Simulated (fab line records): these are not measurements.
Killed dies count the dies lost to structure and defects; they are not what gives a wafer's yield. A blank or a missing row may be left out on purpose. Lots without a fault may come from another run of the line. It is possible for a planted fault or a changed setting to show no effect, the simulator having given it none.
Chamber matching    flow n5Finfet    N5_BEOL_M1_DEP_57 on pecvd-03: 3 sister chambers
The step deposits SiCN from 3MS/NH3, target thk 8 nm, time 14 s. 3 wafers are shown with their chamber, then 10 later ones without.

## WAFERS WITH THEIR CHAMBER
wafer   chamber  throttleValvePct (%)
L082.4  1        9.4
L087.3  0        8.7
L087.5  2        8.3

## WAFERS WITH NO CHAMBER GIVEN
wafer   throttleValvePct (%)
L087.6  9.0
L088.1  9.4
L088.5  9.2
L088.6  8.3
L090.2  9.1
L090.4  8.3
L090.5  8.7
L093.1  8.5
L093.3  8.2
L093.4  8.7

## CHAMBER TAKEN BY EACH
wafer   from the rows above      in truth
L087.6  can't be placed: 0 or 1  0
L088.1  1                        1
L088.5  can't be placed: 1 or 0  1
L088.6  2                        2
L090.2  can't be placed: 1 or 0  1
L090.4  2                        2
L090.5  0                        0
L093.1  can't be placed: 0 or 2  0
L093.3  2                        2
L093.4  0                        0
6 of 10 placed correctly. Not placeable from these rows: 4 (in 4, the candidates include the true chamber). Wrongly placed: 0.
How it was worked out, from the rows above alone: a wafer's distance from a chamber is the root of the sum, over the readings, of the square of ((its reading less the chamber's mean) divided by the reading's scatter). The wafer belongs to the nearest chamber; if the next one is less than 2 further off, it can't be placed. The mean given for a chamber averages the wafers shown for that chamber. The scatter: root of mean squared gap, hidden wafer to nearest shown wafer, with one shown wafer a chamber.
